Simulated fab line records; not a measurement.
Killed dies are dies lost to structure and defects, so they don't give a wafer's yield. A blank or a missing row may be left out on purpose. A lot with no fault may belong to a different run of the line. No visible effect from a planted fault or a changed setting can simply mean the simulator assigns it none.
Which tool did it?	flow n5_finfet	21 lots with 63 wafers sampled at 2 steps, on a route of 1938 steps

WHAT EACH GAUGE READ, for each wafer
N5_BEOL_M6_OVL_MEAS_12. Usual: M6_OVL typically reads 0.0 nm, with standard deviation 0.9.
lot	measured	on	M6_OVL (nm)	flag
L074	day 9 06:11	overlay-01	0.7 1.2 1.0	
L076	day 9 13:15	overlay-02	-0.2 0.5 0.3	
L077	day 9 15:54	overlay-02	-1.3 -1.0 -1.6	
L075	day 9 16:14	overlay-02	0.4 2.3 1.1	
L079	day 9 23:31	overlay-01	-0.6 0.5 -0.5	
L080	day 9 23:41	overlay-01	1.3 0.8 0.4	
L078	day 9 23:52	overlay-02	-0.4 0.5 0.1	
L081	day 11 01:47	overlay-01	-0.6 -1.3 0.3	
L083	day 11 04:08	overlay-02	-0.8 -0.8 -2.2	
L082	day 11 07:20	overlay-02	-0.4 0.3 0.7	
L086	day 12 07:15	overlay-01	-0.4 -0.7 -0.1	
L088	day 12 10:20	overlay-01	-0.8 -0.7 -1.1	
L087	day 12 10:43	overlay-01	0.3 0.8 -1.0	
L085	day 12 12:33	overlay-02	-0.5 1.1 0.6	
L090	day 12 13:49	overlay-02	-0.1 1.6 0.4	
L089	day 12 19:44	overlay-01	0.2 -0.7 -0.1	
L092	day 13 00:10	overlay-01	1.3 1.5 0.4	
L095	day 14 00:45	overlay-01	1.2 -0.2 -0.7	
L094	day 14 01:53	overlay-01	1.3 0.3 0.5	
L096	day 14 16:29	overlay-02	-1.7 -0.7 -1.3	
L097	day 15 12:43	overlay-01	-0.6 -0.8 -0.1	

WHICH TOOL RAN EACH LOT (tool, then ch and the chambers of the sampled wafers, then the start)
lot	N5_BEOL_M5_PRE_CLEAN_77
L074	cvd_co-02 ch 0,2, day 9 04:41
L076	cvd_co-02 ch 0,2, day 9 10:59
L077	cvd_co-02 ch 1,2, day 9 11:49
L075	cvd_co-02 ch 0,2, day 9 13:44
L079	cvd_co-01 ch 0,1, day 9 20:18
L080	cvd_co-01 ch 0,1, day 9 21:02
L078	cvd_co-02 ch 0,1, day 9 21:10
L081	cvd_co-02 ch 0,2, day 10 20:19
L083	cvd_co-01 ch 0,1,2, day 11 01:48
L082	cvd_co-02 ch 0,1, day 11 04:14
L086	cvd_co-01 ch 1,2, day 12 05:29
L088	cvd_co-02 ch 1,2, day 12 05:51
L087	cvd_co-02 ch 1,2, day 12 07:23
L085	cvd_co-01 ch 0,1,2, day 12 10:41
L090	cvd_co-01 ch 0,1,2, day 12 12:22
L089	cvd_co-01 ch 0,2, day 12 17:10
L092	cvd_co-02 ch 0,1, day 12 22:26
L095	cvd_co-01 ch 0,1,2, day 13 22:01
L094	cvd_co-01 ch 1,2, day 13 22:48
L096	cvd_co-02 ch 0,1, day 14 13:18
L097	cvd_co-02 ch 0,1,2, day 15 07:59
- N5_BEOL_M5_PRE_CLEAN_77: time 15 s.

WHAT THE TOOLS THEMSELVES READ (means of the sampled wafers that have a number; where no wafer has one, the mark that the record gives instead)
N5_BEOL_M5_PRE_CLEAN_77. Usual: heater_power_w 86 W, standard deviation 14; rf_fwd_power_W 296.9 W, standard deviation 1.
lot	tool	heater_power_w (W)	rf_fwd_power_W (W)	flag
L074	cvd_co-02	97	296.8	
L076	cvd_co-02	94	297.8	
L077	cvd_co-02	80	297.4	
L075	cvd_co-02	100	296.5	
L079	cvd_co-01	86	296.6	
L080	cvd_co-01	91	296.3	
L078	cvd_co-02	75	297.7	
L081	cvd_co-02	99	296.3	
L083	cvd_co-01	83	296.2	
L082	cvd_co-02	76	298.8	
L086	cvd_co-01	80	297.0	
L088	cvd_co-02	91	295.5	
L087	cvd_co-02	91	296.8	
L085	cvd_co-01	83	297.4	
L090	cvd_co-01	83	296.8	
L089	cvd_co-01	75	297.6	
L092	cvd_co-02	85	297.1	
L095	cvd_co-01	84	297.1	
L094	cvd_co-01	82	296.6	
L096	cvd_co-02	85	296.6	
L097	cvd_co-02	87	296.4	

THE ANSWER, worked out from the rows above alone
Rule: a lot counts as off when the mean over its wafers that have a number is more than 3 standard deviations away from the usual mean. Also off: a lot with no number at a reading for which 4 or more lots have one. All remaining lots with rows at the step are treated as sound. Order of review: gauges by route order, followed by the tools' own readings, for which a lot's mean as printed above is used. At the first step where some lot is off, the reading lying furthest off is the one used; lots without a number count as furthest.
Across all readings shown, no lot is off: no conclusion can be drawn from this.

WHAT THE SIMULATOR HAD INSERTED
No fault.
